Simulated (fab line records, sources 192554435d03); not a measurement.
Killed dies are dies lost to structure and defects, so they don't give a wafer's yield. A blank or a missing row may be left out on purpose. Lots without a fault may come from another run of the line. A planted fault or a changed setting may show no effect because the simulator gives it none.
A struck lot beside a sound one | flow n5_finfet | 36 steps out of a route of 1938
Sound: wafers L554.3, L554.5, L554.6. Struck: wafer L569.3. (L569.4 of the same lot was not struck and is left out.) The cause comes at the end.
At each step with rows: each side's tool, then ch and its chambers, then its first start. Under that, the readings that differ: sound wafers | struck wafers | difference of the means | sigmas: that difference in standard deviations of wafers without a fault.
alike: readings whose means differ by less than 2 such deviations, and words and numbers that are the same on both sides. not compared: withheld readings, readings that some wafer has no value for, bounds like >300 that may hide the same value, and numbers for which the record gives no deviation and whose values overlap.
The two part at a step that has a row with sigmas, a row that says differs or no value, or rows on one side only. Numbers that don't overlap but have no deviation are shown without sigmas and don't part them. A reading that every wafer of one side lacks parts them only if that side has two wafers or more.

first, 9 steps without rows for these wafers: N5_BEOL_M4_ANNEAL_95 (time 240 s); N5_BEOL_M4_SPUTTER_96 (material Cu, target thk 4.5 nm, time 8.29 s); N5_BEOL_M4_ECD_50 (material Cu, target thk 300 nm); N5_BEOL_M4_ANNEAL_51 (time 90 s); N5_BEOL_M4_CMP_52 (polishes, stops on SiOC, t overpolish 6.8 s, target thk 40 nm); N5_BEOL_M4_PRE_CLEAN_60 (time 15 s); N5_BEOL_M4_CO_CAP_55 (material Co, precursor CCTBA/H2, target thk 2 nm, time 102.1 s); N5_BEOL_M4_PRE_CLEAN_56 (time 15 s); N5_BEOL_M4_DEP_57 (deposits SiCN from 3MS/NH3, target thk 8 nm, time 14 s).
N5_BEOL_M4_RC_MEAS_101:
  sound on prober-01 ch 0, day 8 02:57; struck on prober-01 ch 0, day 11 23:08
  reading       | sound          | struck | difference | sigmas
  SS_P (mV/dec) | 73.4 74.3 74.6 | 72.7   | -1.4       | -2
  alike: DIBL_N, DIBL_P, IOFF_N, IOFF_P, ION_N, ION_P, SS_N, VT_N, VT_P
then, 24 steps without rows for these wafers: N5_BEOL_M5_ILD_DEP_00 (deposits SiCOH lowk from DEMS/porogen, target thk 140.64 nm, time 25.9 s); N5_BEOL_M5_CURE_79 (cures SiCOH lowk, time 240 s); N5_BEOL_M5_PECVD_70 (deposits SiO2 from TEOS/O2, target thk 16 nm, time 18 s); N5_BEOL_M5_HM_DEP_02 (deposits TiN, target thk 20 nm); N5_BEOL_M5_COAT_59 (time 60 s, resist thk 60 nm); N5_BEOL_M5_COAT_60 (time 60 s, resist thk 12 nm); N5_BEOL_M5_COAT_71 (time 60 s, resist thk 5 nm); N5_BEOL_M5_COAT_05 (resist thk 30 nm); N5_BEOL_M5_EBR_07; N5_BEOL_M5_SOFTBAKE_06 (time 60 s); N5_BEOL_M5_EXPOSE_08 (exposes mask M5, target cd 28 nm); N5_BEOL_M5_PEB_09 (peb time 60 s); N5_BEOL_M5_DEVELOP_10 (develop time 30 s); N5_BEOL_M5_DESCUM_16 (chemistry O2, time 7 s); N5_BEOL_M5_ETCH_72 (etches underlayer in N2/H2, target depth 6.5 nm, time 5.2 s); N5_BEOL_M5_ETCH_61 (etches SiARC in CF4, target depth 15.6 nm, time 26 s); N5_BEOL_M5_ETCH_62 (etches SOC in N2/H2, target depth 75 nm, overetch 15 nm, time 112.5 s); N5_BEOL_M5_STRIP_63 (strips in N2/H2); N5_BEOL_M5_STRIP_73 (strips in N2/H2); N5_BEOL_M5_STRIP_64 (strips in CF4); N5_BEOL_M5_HM_OPEN_17 (chemistry Cl2/BCl3, target TiN, target depth 20 nm, overetch 6 nm); N5_BEOL_M5_STRIP_19 (strips in O2); N5_BEOL_M5_COAT_65 (time 60 s, resist thk 60 nm); N5_BEOL_M5_COAT_66 (time 60 s, resist thk 12 nm).
N5_BEOL_M7_SPUTTER_48: material Cu, target thk 10 nm, time 1.667 s.
  sound on pvd_sputter-03, day 9 05:38; struck on pvd_sputter-03, day 13 02:05
  alike: throttle_valve_pct
-- the record jumps here: 3 days lie between the struck wafers' starts before and after (it left off in module BEOL_M7 and takes up again in module PASSIVATION, whose first step shown is number 1936 of the route) --
N5_PASSIVATION_PROBE_49:
  sound on prober-02, day 12 03:14; struck on prober-02, day 16 08:19
  reading                  | sound          | struck | difference | sigmas
  defect_limited_yield (%) | 93.2 93.1 92.5 | 80.9   | -12.0      | -8
  killed_at_M4_up          | 16 14 20       | 122    | +105       | +20
  killed_at_front_end      | 27 25 28       | 55     | +28        | +2
  killed_dies              | 80 82 89       | 225    | +141       | +8
  killed_on_rim            | 10 10 10       | 35     | +25        | +6
  killed_short             | 25 24 25       | 44     | +19        | +2
  sort_bin_5_function (%)  | 4.0 3.9 3.8    | 11.7   | +7.8       | +8
  sort_bin_6_memory (%)    | 2.6 2.6 3.1    | 6.9    | +4.1       | +6
  sort_n_pass              | 1100 1098 1091 | 955    | -141       | -8
  sort_yield_pct (%)       | 93.2 93.1 92.5 | 80.9   | -12.0      | -8
  alike: killed_at_M0_to_M3, killed_at_contacts, killed_at_other, killed_open

WHERE THEY PART
First at N5_BEOL_M4_RC_MEAS_101; last, within this record, at N5_PASSIVATION_PROBE_49.

WHY: what the simulator had put in
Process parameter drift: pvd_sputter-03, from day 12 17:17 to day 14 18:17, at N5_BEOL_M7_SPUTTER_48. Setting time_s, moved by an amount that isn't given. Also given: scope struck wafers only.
